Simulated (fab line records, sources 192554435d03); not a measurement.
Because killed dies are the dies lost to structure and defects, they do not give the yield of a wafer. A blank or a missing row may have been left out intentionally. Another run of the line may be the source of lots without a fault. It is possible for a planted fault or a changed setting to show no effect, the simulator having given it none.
Which tool did it? + flow n5-finfet + 9 lots with 27 wafers sampled at 5 steps, on a route of 1938 steps

## WHAT THE GAUGES READ, wafer by wafer
N5_BEOL_M4_RC_MEAS_101.
| lot  | measured     | on        | CHAIN_V0 (ohm/link) |
|------|--------------|-----------|---------------------|
| L630 | day 9 09:17  | prober-02 | 221 244 244         |
| L641 | day 12 15:31 | prober-02 | 216 216 217         |
| L643 | day 12 07:35 | prober-02 | 210 209 212         |
| L647 | day 13 17:42 | prober-01 | 237 235 234         |
| L648 | day 13 23:28 | prober-01 | 248 234 234         |
| L649 | day 14 16:38 | prober-02 | 237 239 238         |
| L650 | day 14 00:37 | prober-02 | 232 244 225         |
| L651 | day 15 03:52 | prober-01 | 260 248 258         |
| L652 | day 15 04:57 | prober-02 | 230 253 249         |

## WHICH TOOL RAN EACH LOT (tool, then ch and the chambers of the sampled wafers, then the start)
| lot  | N5_BEOL_M0_SURFACE_TREAT_137 | N5_BEOL_M0_SPUTTER_116       | N5_BEOL_M0_ANNEAL_119            | N5_BEOL_M1_PECVD_72             |
|------|------------------------------|------------------------------|----------------------------------|---------------------------------|
| L630 | pvd-sputter-03, day 6 08:08  | pvd-sputter-03, day 6 08:18  | rtp-anneal-01 ch 0, day 6 09:20  | pecvd-03 ch 1,2, day 6 10:25    |
| L641 | pvd-sputter-02, day 9 13:05  | pvd-sputter-01, day 9 14:22  | rtp-anneal-02 ch 0, day 9 14:55  | pecvd-03 ch 0, day 9 15:58      |
| L643 | pvd-sputter-03, day 9 16:09  | pvd-sputter-02, day 9 18:04  | rtp-anneal-02 ch 0, day 9 18:40  | pecvd-02 ch 0,1,2, day 9 19:43  |
| L647 | pvd-sputter-02, day 10 11:39 | pvd-sputter-02, day 10 11:51 | rtp-anneal-01 ch 0, day 10 12:25 | pecvd-03 ch 0,1, day 10 13:27   |
| L648 | pvd-sputter-01, day 10 19:28 | pvd-sputter-01, day 10 19:38 | rtp-anneal-02 ch 0, day 10 20:14 | pecvd-02 ch 0,1,2, day 10 21:13 |
| L649 | pvd-sputter-02, day 11 03:11 | pvd-sputter-03, day 11 03:23 | rtp-anneal-01 ch 0, day 11 04:45 | pecvd-03 ch 1,2, day 11 05:44   |
| L650 | pvd-sputter-01, day 11 10:11 | pvd-sputter-02, day 11 10:31 | rtp-anneal-01 ch 0, day 11 11:16 | pecvd-03 ch 0,1, day 11 12:16   |
| L651 | pvd-sputter-02, day 11 15:41 | pvd-sputter-01, day 11 16:59 | rtp-anneal-01 ch 0, day 11 17:44 | pecvd-03 ch 1,2, day 11 18:40   |
| L652 | pvd-sputter-03, day 12 01:51 | pvd-sputter-03, day 12 02:11 | rtp-anneal-01 ch 0, day 12 02:50 | pecvd-03 ch 0,2, day 12 03:46   |
- N5_BEOL_M0_SURFACE_TREAT_137
- N5_BEOL_M0_SPUTTER_116: material Cu, target thk 4 nm, time 7.37 s.
- N5_BEOL_M0_ANNEAL_119: time 90 s.
- N5_BEOL_M1_PECVD_72: deposits SiO2 from TEOS/O2, target thk 16 nm, time 18 s.

## THE ANSWER, worked out from the rows above alone
Rule: what is usual is taken from the lots themselves. Put in order of their means at a reading, lots are off if they are a third of the lots or fewer, leave a main group of 4 or more, and stand apart from it by a gap of 3 or more times the standard deviation of the main group's means; of several such gaps the widest counts. A main group is skipped when, at the precision printed for the reading in the tables above, its means are all equal. Also off: a lot with no number at a reading for which 4 or more lots have one. Where the step has rows for the other lots, those lots are counted as sound.
No lot is off on any of the readings shown, so nothing can be concluded from this.

## WHAT THE SIMULATOR PUT IN
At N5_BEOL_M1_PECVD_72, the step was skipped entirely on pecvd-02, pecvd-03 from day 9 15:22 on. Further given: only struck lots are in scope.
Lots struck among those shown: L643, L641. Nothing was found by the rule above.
